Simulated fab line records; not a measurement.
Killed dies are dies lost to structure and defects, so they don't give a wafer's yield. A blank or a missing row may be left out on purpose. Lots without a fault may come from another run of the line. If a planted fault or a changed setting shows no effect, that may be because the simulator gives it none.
Split-lot study    flow n5-finfet    21 wafers read across 7 lots, on a route 1938 steps long

ON THE SPLIT
At N5_BEOL_M0_SAQP_ETCH_88 (etches underlayer in N2/H2, target depth 6.5 nm, time 5.2 s), the setting source-w was moved away from the recipe's 840 W on 5 of the 21 wafers read, by -5.2% to +16.8%. For the rest of the wafers, this setting stayed at what the recipe calls for.

The reading is taken at the split's own step.

THE READING
rf-vpp-V, in V, at N5_BEOL_M0_SAQP_ETCH_88 (etches underlayer in N2/H2, target depth 6.5 nm, time 5.2 s). Fault-free wafers of this fab line usually give 525.2 V, standard deviation 2.2 V.

wafer   tool, chamber at the split  source-w as run, W  against the recipe  rf-vpp-V, V  against lot-mates on the recipe
L077.1  rie-diel-03, 2              840                 recipe              525.4        -
L077.2  rie-diel-03, 0              840                 recipe              525.5        -
L077.3  rie-diel-03, 3              840                 recipe              527.1        -
L079.3  rie-diel-05, 2              840                 recipe              528.0        -
L079.4  rie-diel-05, 1              840                 recipe              528.2        -
L079.6  rie-diel-05, 2              840                 recipe              527.5        -
L082.2  rie-diel-05, 3              840                 recipe              524.1        -
L082.3  rie-diel-05, 0              840                 recipe              526.0        -
L082.4  rie-diel-05, 1              840                 recipe              527.5        -
L084.1  rie-diel-06, 3              840                 recipe              521.7        -
L084.4  rie-diel-06, 1              840                 recipe              527.6        -
L084.5  rie-diel-06, 0              981.3               +16.8%              498.9        -25.8
L085.1  rie-diel-05, 2              840                 recipe              527.2        -
L085.4  rie-diel-05, 1              840                 recipe              526.8        -
L085.5  rie-diel-05, 3              840                 recipe              523.1        -
L087.2  rie-diel-03, 3              885.7               +5.4%               515.7        -9.3
L087.3  rie-diel-03, 1              840                 recipe              525.0        -
L087.4  rie-diel-03, 2              885.7               +5.4%               516.5        -8.5
L097.3  rie-diel-06, 3              796.1               -5.2%               530.7        +9.6
L097.5  rie-diel-06, 0              796.1               -5.2%               533.2        +12.1
L097.6  rie-diel-06, 3              840                 recipe              521.1        -

THE FIT
A straight line over all 21 wafers: rf-vpp-V changes by -1.55 V for each +1% of source-w; r = -0.96; the points scatter about the line by 2.1 V.
The same after taking each lot's own level away (the mean of its wafers on the recipe; 21 wafers): -1.63 V for each +1%; r = -0.98; scatter 1.6 V.
According to that fit, moving source-w by its largest amount changes the reading by 27 V.
The lots' own levels span 521.10 to 527.90 V, that is 3.1 times the standard deviation above.
Consequently the slope shifts little with the lot-to-lot level, the two slopes agreeing.
Check: for one of the wafers moved furthest among these (+16.8%), held out of the fit, the line's prediction against its lot-mates is -30.9 V. It came out at -25.8 V against them.
Tool readings at the split's step, against how far the setting was moved: rf-vpp-V r = -0.96.

FURTHER SPLITS ON THESE WAFERS
These wafers also went through other splits before the reading. Each is held against what the fit with the lots' levels taken away leaves over:
other split on the same wafers                     wafers away from the commonest value  r with rf-vpp-V (lot level and that fit taken away)
N5_ZERO_LAYER_PECVD_02 time-s                      7                                     +0.09
N5_PMOS_HMC_CHANNEL_EPI_PEB_07 peb-time-s          6                                     +0.15
N5_PMOS_HMC_CHANNEL_EPI_DEVELOP_08 develop-time-s  6                                     -0.24
N5_FIN_CUT_COAT_18 spin-rpm                        6                                     -0.19
N5_FIN_CUT_COAT_19 time-s                          7                                     +0.33
N5_DUMMY_GATE_COAT_35 spin-rpm                     6                                     -0.02
N5_DUMMY_GATE_EXPOSE_12 dose-mj                    6                                     -0.18
N5_GATE_CUT_ALD_22 ald-cycles                      6                                     -0.06

FILE'S OWN FIT
rf-vpp-V changes by -1.58 V for each +1% of source-w, r = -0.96.
